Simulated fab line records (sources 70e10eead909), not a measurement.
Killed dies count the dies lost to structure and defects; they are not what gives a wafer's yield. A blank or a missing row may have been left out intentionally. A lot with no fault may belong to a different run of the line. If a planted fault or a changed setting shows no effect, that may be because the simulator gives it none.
fab line records ; flow nand_harc ; part 2 of 2: steps 5 to 6 of 6
[record] lots = 22; wafers = 66; last_day = 33
route steps=1302 shown A_STAIRCASE@744
lots untouched by any fault: they come from a run of this same line in which no faults occurred
start_h: the number of hours between the record's first day and the start of the first shown wafer of the lot ; wait_h: how many hours have passed since the lot's step before this one ; " repeats the value in the row above ; L1.1+2: a row that stands for several wafers ; - either no value or no given start ; * or withheld: withheld ; < > ~ a bound
route shown NAME@n: names a module that has steps shown in the file, with the first one's number in the route ; usual: the fault-free wafers' mean and standard deviation ; same: alike in all rows ; chamber/n: place in a boat ; sites: per-site readings ; _std_site: the values' standard deviation ; _edge_site: outer sites' mean less inner sites' ; radius_mm: how far each site lies from the wafer's centre ; mask NAME#n: copy n ; behind: the tool/chamber that last shaped the wafer ; hold: the reason the lot was held/the length of the hold in hours/how it ended ; device: the transistor (n, p or np) that didn't switch ; end of line: the route-end tests of the same wafers ; a step without rows: its recipe alone ; killed: count of dies lost to structure and defects at first sort (not the wafer's yield) ; map: dies across one wafer; x = killed, . = not, _ = none there
set.NAME: the setting as run; set.NAME@STEP: as run at that earlier step ; model.NAME: the simulator's own value behind a step, which no gauge read
a sample of lots followed through the steps of the route, with each step as a table and each wafer as a row
services: a tool's chamber out of use, with start hour (start_h, from the record's first day; less than 0 if before it), hours out, and reason
[[steps]]
[step NHARC_A_STAIRCASE_ETCH_292]
[recipe] cf4_flow_sccm = 100; chf3_flow_sccm = 30; ar_flow_sccm = 0; rf_w = 500; bias_w = 200; chemistry = CF4/CHF3
[usual] drypump_motor_current_A = 5.6/0.42; mfc_ar_sccm = 0.006/0.0071; oes_product_au = 0.934/0.022; rf_vpp_V = 370.7/2.1; showerhead_plenum_p_Torr = 1.58/0.053; throttle_valve_pct = 16.802/0.0091
lot.wafer;tool;chamber;start_h;wait_h;drypump_motor_current_A;mfc_ar_sccm;oes_product_au;rf_hours_counter_h;rf_vpp_V;showerhead_plenum_p_Torr;throttle_valve_pct
L077.3;rie_diel-07;3;398.33;0.1;5.3;0.016;0.966;29;368.7;1.55;16.801
L077.5;rie_diel-07;1;398.33;0.1;5.0;0.021;0.958;-;372.0;1.61;16.816
L077.6;rie_diel-07;2;398.33;0.1;5.3;0.012;0.969;-;370.9;1.63;16.791
L074.1;rie_diel-07;1;401.64;0.1;5.0;0.021;0.921;29;373.2;1.61;16.808
L074.6;rie_diel-07;0;401.64;0.1;6.1;0.005;0.906;-;374.0;1.66;16.803
L074.5;rie_diel-07;1;401.64;0.1;5.0;0.021;0.928;-;372.2;1.61;16.802
L075.4;rie_diel-06;2;403.40;0.1;6.6;0;0.912;33;370.0;1.54;16.807
L075.5;rie_diel-06;2;403.40;0.1;6.6;0;0.921;-;369.4;1.54;16.797
L075.6;rie_diel-06;3;403.40;0.1;5.9;0;0.923;-;369.5;1.56;16.805
L078.1;rie_diel-08;0;417.36;0.1;5.2;0.009;0.926;8;370.1;1.57;16.792
L078.5;rie_diel-08;2;417.36;0.1;5.4;0.001;0.931;-;370.5;1.56;16.795
L078.4;rie_diel-08;3;417.36;0.1;5.5;0;0.904;-;366.8;1.48;16.815
L079.3;rie_diel-06;2;427.27;0.1;6.6;0;0.904;40;369.9;1.53;16.814
L079.4;rie_diel-06;3;427.27;0.1;5.9;0;0.917;43;370.4;1.56;16.807
L079.6;rie_diel-06;2;427.27;0.1;6.6;0;0.918;-;368.3;1.53;16.818
L080.1;rie_diel-07;3;427.72;0.1;5.3;0.016;0.909;36;369.7;1.55;16.818
L080.5;rie_diel-07;3;427.72;0.1;5.3;0.016;0.910;-;368.7;1.55;16.800
L080.6;rie_diel-07;0;427.72;0.1;6.2;0.005;0.911;-;373.1;1.66;16.804
L081.2;rie_diel-08;1;441.00;0.1;5.7;0;0.932;20;370.6;1.60;16.778
L081.1;rie_diel-08;2;441.00;0.1;5.4;0.001;0.937;16;369.4;1.56;16.809
L081.5;rie_diel-08;0;441.00;0.1;5.2;0.009;0.917;-;369.6;1.57;16.795
L082.1;rie_diel-07;0;453.23;0.1;6.1;0.005;0.902;39;372.8;1.66;16.796
L082.3;rie_diel-07;2;453.23;0.1;5.3;0.012;0.915;46;373.6;1.63;16.795
L082.6;rie_diel-07;0;453.23;0.1;6.1;0.005;0.911;-;374.3;1.66;16.795
L085.3;rie_diel-07;3;483.89;0.1;5.2;0.016;0.967;1;370.6;1.55;16.817
L085.5;rie_diel-07;3;483.89;0.1;5.3;0.016;0.966;-;370.4;1.55;16.796
L085.6;rie_diel-07;0;483.89;0.1;6.1;0.005;0.945;-;374.8;1.66;16.806
L084.2;rie_diel-08;2;485.09;0.1;5.4;0.001;0.931;36;368.4;1.55;16.802
L084.3;rie_diel-08;3;485.09;0.1;5.5;0;0.916;43;367.5;1.48;16.798
L084.1;rie_diel-08;0;485.09;0.1;5.2;0.009;0.923;36;368.8;1.57;16.793
L086.2;rie_diel-08;1;487.15;0.1;5.7;0;0.933;41;370.7;1.59;16.814
L086.5;rie_diel-08;1;487.15;0.1;5.8;0;0.932;-;370.1;1.59;16.801
L086.6;rie_diel-08;2;487.15;0.1;5.4;0.001;0.935;-;371.2;1.55;16.807
L087.4;rie_diel-06;2;498.46;0.1;6.6;0;0.987;1;369.1;1.53;16.822
L087.3;rie_diel-06;0;498.46;0.1;5.5;0;0.949;1;373.2;1.65;16.786
L087.5;rie_diel-06;2;498.46;0.1;6.6;0;0.979;-;368.6;1.53;16.829
L089.1;rie_diel-06;0;517.68;0.1;5.5;0;0.912;6;374.3;1.65;16.803
L089.2;rie_diel-06;1;517.68;0.1;5.7;0;0.937;8;369.6;1.55;16.813
L089.4;rie_diel-06;3;517.68;0.1;5.9;0;0.914;7;369.0;1.55;16.797
L088.2;rie_diel-07;1;518.71;0.1;5.0;0.021;0.914;13;371.4;1.60;16.802
L088.6;rie_diel-07;3;518.71;0.1;5.3;0.016;0.912;-;369.3;1.54;16.804
L088.5;rie_diel-07;0;518.71;0.1;6.1;0.005;0.905;-;373.7;1.66;16.798
L090.1;rie_diel-08;0;537.64;0.1;5.2;0.009;0.935;54;369.3;1.56;16.804
L090.2;rie_diel-08;3;537.64;0.1;5.6;0;0.911;62;366.6;1.47;16.807
L090.4;rie_diel-08;3;537.64;0.1;5.5;0;0.920;-;367.9;1.47;16.810
L091.4;rie_diel-07;0;542.87;0.1;6.2;0.005;0.953;20;372.6;1.65;16.799
L091.2;rie_diel-07;1;542.87;0.1;5.0;0.021;0.944;21;371.1;1.60;16.807
L091.3;rie_diel-07;2;542.87;0.1;5.2;0.012;0.946;19;373.4;1.62;16.804
L093.4;rie_diel-06;3;559.76;0.1;5.9;0;0.949;19;369.8;1.55;16.786
L093.5;rie_diel-06;0;559.76;0.1;5.5;0;0.975;-;373.6;1.65;16.803
L093.6;rie_diel-06;1;559.76;0.1;5.7;0;0.979;-;369.3;1.55;16.822
L092.1;rie_diel-06;2;562.00;0.1;6.6;0;0.919;24;368.6;1.53;16.790
L092.3;rie_diel-06;3;562.00;0.1;5.9;0;0.929;20;369.3;1.55;16.814
L092.6;rie_diel-06;1;562.00;0.1;5.7;0;0.950;-;369.4;1.54;16.805
L094.4;rie_diel-07;3;582.02;0.1;5.3;0.016;0.937;31;368.1;1.54;16.808
L094.2;rie_diel-07;0;582.02;0.1;6.1;0.005;0.912;33;373.5;1.65;16.799
L094.1;rie_diel-07;1;582.02;0.1;5.0;0.021;0.915;34;370.6;1.60;16.795
L095.4;rie_diel-08;3;584.64;0.2;5.5;0;0.918;8;367.5;1.47;16.804
L095.1;rie_diel-08;0;584.64;0.2;5.2;0.009;0.935;7;370.7;1.56;16.800
L095.3;rie_diel-08;1;584.64;0.2;5.7;0;0.932;7;371.2;1.59;16.800
L096.3;rie_diel-08;3;595.33;0.1;5.5;0;0.919;10;366.1;1.47;16.788
L096.1;rie_diel-08;1;595.33;0.1;5.8;0;0.943;9;371.6;1.59;16.805
L096.5;rie_diel-08;2;595.33;0.1;5.4;0.001;0.918;-;371.0;1.55;16.811
L097.3;rie_diel-08;2;605.69;0.1;5.4;0.001;0.966;14;368.4;1.54;16.797
L097.4;rie_diel-08;1;605.69;0.1;5.7;0;0.998;11;371.3;1.59;16.793
L097.5;rie_diel-08;2;605.69;0.1;5.4;0.001;0.960;-;369.9;1.54;16.800
[step NHARC_A_STAIRCASE_STRIP_295]
[recipe] o2_flow_sccm = 500; ar_flow_sccm = 0; bias_w = 0; chemistry = O2
[usual] drypump_motor_current_A = 5.6/0.43; mfc_ar_sccm = 0.006/0.0073; oes_product_au = 0.995/0.011; rf_vpp_V = 57.8/0.86; showerhead_plenum_p_Torr = 3.53/0.12; throttle_valve_pct = 17.036/0.009
lot.wafer;tool;chamber;start_h;wait_h;drypump_motor_current_A;mfc_ar_sccm;oes_product_au;rf_hours_counter_h;rf_vpp_V;showerhead_plenum_p_Torr;throttle_valve_pct
L077.3;rie_diel-07;2;-;-;5.2;0.012;0.988;31;59.8;3.65;17.042
L077.5;rie_diel-07;2;-;-;5.2;0.012;0.989;-;57.8;3.65;17.035
L077.6;rie_diel-07;3;-;-;5.3;0.016;0.983;-;59.3;3.48;17.031
L074.1;rie_diel-07;2;-;-;5.3;0.012;1.003;33;59.2;3.65;17.043
L074.6;rie_diel-07;3;-;-;5.3;0.016;0.986;-;57.2;3.48;17.025
L074.5;rie_diel-07;0;-;-;6.1;0.005;0.994;-;57.8;3.73;17.036
L075.4;rie_diel-06;1;-;-;5.7;0;1.020;34;58.5;3.49;17.028
L075.6;rie_diel-06;1;-;-;5.7;0;1.020;-;57.0;3.49;17.037
L075.5;rie_diel-06;2;-;-;6.7;0;0.991;-;57.8;3.44;17.031
L078.1;rie_diel-08;2;-;-;5.4;0.001;1.002;10;57.3;3.50;17.036
L078.5;rie_diel-08;3;-;-;5.5;0;0.977;-;57.5;3.33;17.048
L078.4;rie_diel-08;2;-;-;5.4;0.001;1.013;-;59.9;3.50;17.034
L079.4;rie_diel-06;2;-;-;6.6;0;0.992;41;58.0;3.44;17.054
L079.3;rie_diel-06;3;-;-;5.9;0;0.976;43;58.9;3.49;17.030
L079.6;rie_diel-06;2;-;-;6.6;0;0.983;-;59.1;3.44;17.038
L080.1;rie_diel-07;2;-;-;5.2;0.012;0.993;40;57.7;3.65;17.029
L080.5;rie_diel-07;2;-;-;5.2;0.012;0.990;-;57.2;3.65;17.033
L080.6;rie_diel-07;3;-;-;5.3;0.016;0.980;-;59.5;3.47;17.023
L081.2;rie_diel-08;3;-;-;5.6;0;0.987;25;57.0;3.32;17.057
L081.1;rie_diel-08;0;-;-;5.2;0.009;1.002;17;57.6;3.52;17.019
L081.5;rie_diel-08;0;-;-;5.2;0.009;0.996;-;57.9;3.52;17.047
L082.1;rie_diel-07;2;-;-;5.2;0.012;0.977;47;56.6;3.64;17.048
L082.3;rie_diel-07;3;-;-;5.3;0.016;0.986;43;56.8;3.47;17.065
L082.6;rie_diel-07;0;-;-;6.1;0.005;0.981;-;58.5;3.72;17.030
L085.3;rie_diel-07;3;-;-;5.3;0.016;0.988;1;56.1;3.47;17.032
L085.6;rie_diel-07;0;-;-;6.1;0.005;0.990;-;57.3;3.72;17.032
L085.5;rie_diel-07;1;-;-;5.1;0.021;0.976;-;59.2;3.60;17.040
L084.1;rie_diel-08;0;-;-;5.2;0.009;0.993;36;57.7;3.51;17.035
L084.2;rie_diel-08;1;-;-;5.7;0;1.011;41;58.2;3.57;17.031
L084.3;rie_diel-08;2;-;-;5.4;0.001;1.008;37;59.4;3.49;17.028
L086.2;rie_diel-08;0;-;-;5.2;0.009;1.003;37;59.0;3.51;17.029
L086.6;rie_diel-08;3;-;-;5.6;0;1.002;-;56.3;3.31;17.035
L086.5;rie_diel-08;0;-;-;5.2;0.009;1.003;-;58.6;3.51;17.009
L087.4;rie_diel-06;2;-;-;6.7;0;1.001;1;59.5;3.43;17.041
L087.3;rie_diel-06;1;-;-;5.7;0;1.009;2;58.0;3.48;17.041
L087.5;rie_diel-06;3;-;-;5.9;0;0.979;-;57.7;3.48;17.023
L089.4;rie_diel-06;0;-;-;5.5;0;0.983;6;58.7;3.70;17.031
L089.2;rie_diel-06;1;-;-;5.7;0;1.005;8;58.5;3.47;17.038
L089.1;rie_diel-06;2;-;-;6.6;0;1.000;9;57.5;3.43;17.043
L088.2;rie_diel-07;0;-;-;6.2;0.005;0.989;13;57.5;3.71;17.040
L088.6;rie_diel-07;1;-;-;5.1;0.021;0.995;-;58.2;3.60;17.037
L088.5;rie_diel-07;2;-;-;5.3;0.012;0.985;-;58.9;3.63;17.042
L090.2;rie_diel-08;2;-;-;5.4;0.001;1.014;57;57.9;3.47;17.058
L090.1;rie_diel-08;3;-;-;5.5;0;0.990;63;57.4;3.30;17.026
L090.4;rie_diel-08;3;-;-;5.5;0;0.983;-;56.3;3.31;17.036
L091.3;rie_diel-07;3;-;-;5.2;0.016;0.986;20;58.6;3.46;17.033
L091.2;rie_diel-07;0;-;-;6.2;0.005;0.988;21;58.7;3.70;17.032
L091.4;rie_diel-07;1;-;-;5.0;0.021;0.991;22;57.6;3.59;17.018
L093.4;rie_diel-06;2;-;-;6.6;0;1.005;23;55.6;3.42;17.053
L093.5;rie_diel-06;1;-;-;5.7;0;1.012;-;57.4;3.46;17.032
L093.6;rie_diel-06;2;-;-;6.6;0;1.000;-;57.5;3.42;17.044
L092.3;rie_diel-06;2;-;-;6.7;0;1.003;24;57.4;3.42;17.037
L092.1;rie_diel-06;3;-;-;5.9;0;1.002;21;57.8;3.47;17.034
L092.6;rie_diel-06;1;-;-;5.7;0;1.017;-;58.9;3.47;17.041
L094.2;rie_diel-07;3;-;-;5.3;0.016;1.007;32;57.3;3.45;17.035
L094.1;rie_diel-07;1;-;-;5.1;0.021;0.997;35;57.6;3.58;17.049
L094.4;rie_diel-07;2;-;-;5.3;0.012;1.004;33;58.3;3.62;17.024
L095.3;rie_diel-08;2;-;-;5.4;0.001;0.997;9;58.3;3.47;17.032
L095.4;rie_diel-08;0;-;-;5.2;0.009;1.020;7;57.3;3.50;17.036
L095.1;rie_diel-08;1;-;-;5.7;0;1.016;7;59.2;3.56;17.042
L096.1;rie_diel-08;0;-;-;5.2;0.009;1.013;10;56.2;3.50;17.040
L096.3;rie_diel-08;1;-;-;5.8;0;1.007;9;57.6;3.56;17.029
L096.5;rie_diel-08;2;-;-;5.4;0.001;0.993;-;57.9;3.47;17.042
L097.3;rie_diel-08;1;-;-;5.8;0;1.003;12;57.7;3.56;17.059
L097.4;rie_diel-08;2;-;-;5.4;0.001;1.003;14;59.0;3.46;17.031
L097.5;rie_diel-08;2;-;-;5.4;0.001;0.986;-;58.2;3.46;17.028
[[services]]
tool;chamber;start_h;hours;kind
pecvd-03;-;366.16;13.0;pm
rie_diel-08;-;371.10;9.0;pm
rie_diel-07;0;376.86;-;clean
rie_diel-07;1;376.86;-;clean
pecvd-02;0;385.01;2.7;repair
pecvd-02;-;392.48;4.8;repair
rie_diel-08;2;393.50;11.2;repair
rie_diel-08;0;393.82;3.0;repair
pecvd-02;-;410.34;13.0;pm
rie_diel-08;1;416.73;3.3;repair
rie_diel-07;1;442.29;7.0;repair
pecvd-04;-;450.00;13.0;pm
pecvd-02;-;455.98;2.1;repair
rie_diel-07;-;471.29;9.0;pm
rie_diel-06;-;484.74;9.0;pm
rie_diel-08;1;507.94;34.1;repair
rie_diel-08;-;510.07;0.4;repair
pecvd-03;-;547.16;13.0;pm
rie_diel-08;-;548.92;9.0;pm
rie_diel-06;-;552.38;2.1;repair
rie_diel-06;3;573.18;5.0;repair
rie_diel-08;-;590.30;1.9;repair
pecvd-02;-;591.61;13.0;pm
rie_diel-08;1;597.98;6.9;repair
